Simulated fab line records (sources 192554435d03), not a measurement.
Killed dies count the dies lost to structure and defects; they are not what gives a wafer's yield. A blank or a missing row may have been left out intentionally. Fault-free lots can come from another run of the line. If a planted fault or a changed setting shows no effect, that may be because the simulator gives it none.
The tool behind it: which one? / flow n5-finfet / 28 wafers from 10 lots sampled at 4 of the route's 1938 steps

== WHAT THE GAUGES READ, wafer by wafer ==
N5_BEOL_M2_THK_MEAS_01.
lot=L803; measured=day 6 12:49; on=film-metro-02; M2_ILD_THK (nm)=77.8 77.9 79.4
lot=L805; measured=day 7 02:58; on=film-metro-01; M2_ILD_THK (nm)=80.1 78.3
lot=L808; measured=day 7 13:02; on=film-metro-01; M2_ILD_THK (nm)=77.6 79.8 77.9
lot=L809; measured=day 8 19:53; on=film-metro-01; M2_ILD_THK (nm)=78.2 77.4 78.4
lot=L812; measured=day 8 21:58; on=film-metro-02; M2_ILD_THK (nm)=78.1 80.9
lot=L817; measured=day 9 21:22; on=film-metro-01; M2_ILD_THK (nm)=78.4 78.9 79.9
lot=L819; measured=day 11 05:58; on=film-metro-01; M2_ILD_THK (nm)=79.3 78.4 79.8
lot=L820; measured=day 11 06:33; on=film-metro-02; M2_ILD_THK (nm)=157.8 159.8 159.0
lot=L823; measured=day 12 02:47; on=film-metro-01; M2_ILD_THK (nm)=158.3 160.0 157.0
lot=L825; measured=day 12 14:08; on=film-metro-02; M2_ILD_THK (nm)=156.6 155.9 158.0

== EACH LOT AND THE TOOL THAT RAN IT (in order: tool; ch and the chambers of the sampled wafers; start) ==
lot=L803; N5_BEOL_M1_SPUTTER_79=pvd-sputter-01, day 6 10:01; N5_BEOL_M1_ANNEAL_80=pvd-sputter-01, day 6 10:05; N5_BEOL_M2_ILD_DEP_00=pecvd-04 ch 0,1,2, day 6 12:44
lot=L805; N5_BEOL_M1_SPUTTER_79=pvd-sputter-03, day 7 00:11; N5_BEOL_M1_ANNEAL_80=pvd-sputter-03, day 7 00:16; N5_BEOL_M2_ILD_DEP_00=pecvd-03 ch 0,2, day 7 02:55
lot=L808; N5_BEOL_M1_SPUTTER_79=pvd-sputter-03, day 7 10:19; N5_BEOL_M1_ANNEAL_80=pvd-sputter-03, day 7 10:24; N5_BEOL_M2_ILD_DEP_00=pecvd-04 ch 0,1,2, day 7 12:59
lot=L809; N5_BEOL_M1_SPUTTER_79=pvd-sputter-03, day 8 17:10; N5_BEOL_M1_ANNEAL_80=pvd-sputter-03, day 8 17:14; N5_BEOL_M2_ILD_DEP_00=pecvd-04 ch 0,1,2, day 8 19:49
lot=L812; N5_BEOL_M1_SPUTTER_79=pvd-sputter-02, day 8 19:08; N5_BEOL_M1_ANNEAL_80=pvd-sputter-02, day 8 19:13; N5_BEOL_M2_ILD_DEP_00=pecvd-03 ch 0,1, day 8 21:54
lot=L817; N5_BEOL_M1_SPUTTER_79=pvd-sputter-01, day 9 18:38; N5_BEOL_M1_ANNEAL_80=pvd-sputter-01, day 9 18:43; N5_BEOL_M2_ILD_DEP_00=pecvd-04 ch 0,1, day 9 21:19
lot=L819; N5_BEOL_M1_SPUTTER_79=pvd-sputter-01, day 11 03:11; N5_BEOL_M1_ANNEAL_80=pvd-sputter-01, day 11 03:16; N5_BEOL_M2_ILD_DEP_00=pecvd-04 ch 0,1,2, day 11 05:53
lot=L820; N5_BEOL_M1_SPUTTER_79=pvd-sputter-03, day 11 03:36; N5_BEOL_M1_ANNEAL_80=pvd-sputter-03, day 11 03:41; N5_BEOL_M2_ILD_DEP_00=pecvd-01 ch 0,2, day 11 06:15
lot=L823; N5_BEOL_M1_SPUTTER_79=pvd-sputter-02, day 11 23:49; N5_BEOL_M1_ANNEAL_80=pvd-sputter-02, day 11 23:54; N5_BEOL_M2_ILD_DEP_00=pecvd-01 ch 0,1,2, day 12 02:30
lot=L825; N5_BEOL_M1_SPUTTER_79=pvd-sputter-03, day 12 10:48; N5_BEOL_M1_ANNEAL_80=pvd-sputter-03, day 12 10:53; N5_BEOL_M2_ILD_DEP_00=pecvd-01 ch 1,2, day 12 13:50
- N5_BEOL_M1_SPUTTER_79: material Cu, target thk 4.5 nm, time 8.29 s.
- N5_BEOL_M1_ANNEAL_80: time 240 s.
- N5_BEOL_M2_ILD_DEP_00: deposits SiOC from DEMS/O2, target thk 79 nm, time 15.3 s.

== THE ANSWER, worked out from the rows above alone ==
Rule: usual is defined by the lots themselves. The widest of any qualifying gaps counts: lots, ordered by their means at a reading, are off when they make up no more than a third of the lots, leave a main group of 4 or more, and stand apart from it by 3 or more times the standard deviation of that group's means. The tables above print the reading to a certain number of digits; a main group whose means all agree to those digits is not used. A lot without any number at a reading at which 4 lots or more have one is off too. Where the step has rows for the other lots, those lots are counted as sound.
Off: at N5_BEOL_M2_THK_MEAS_01 (M2_ILD_THK), L820, L823, L825. Main group: mean 78.8 nm, sd 0.51.
If a tool, at a process step before that reading, ran all the lots that are off and no sound lot after the first of them, it fits. Those tools and the gauges at N5_BEOL_M2_THK_MEAS_01 are tried in the same way. One fits: N5_BEOL_M2_ILD_DEP_00 on pecvd-01. It ran no sound lot before its first lot that is off in this sample, so the start can't be narrowed down.

== WHAT THE SIMULATOR HAD PUT IN ==
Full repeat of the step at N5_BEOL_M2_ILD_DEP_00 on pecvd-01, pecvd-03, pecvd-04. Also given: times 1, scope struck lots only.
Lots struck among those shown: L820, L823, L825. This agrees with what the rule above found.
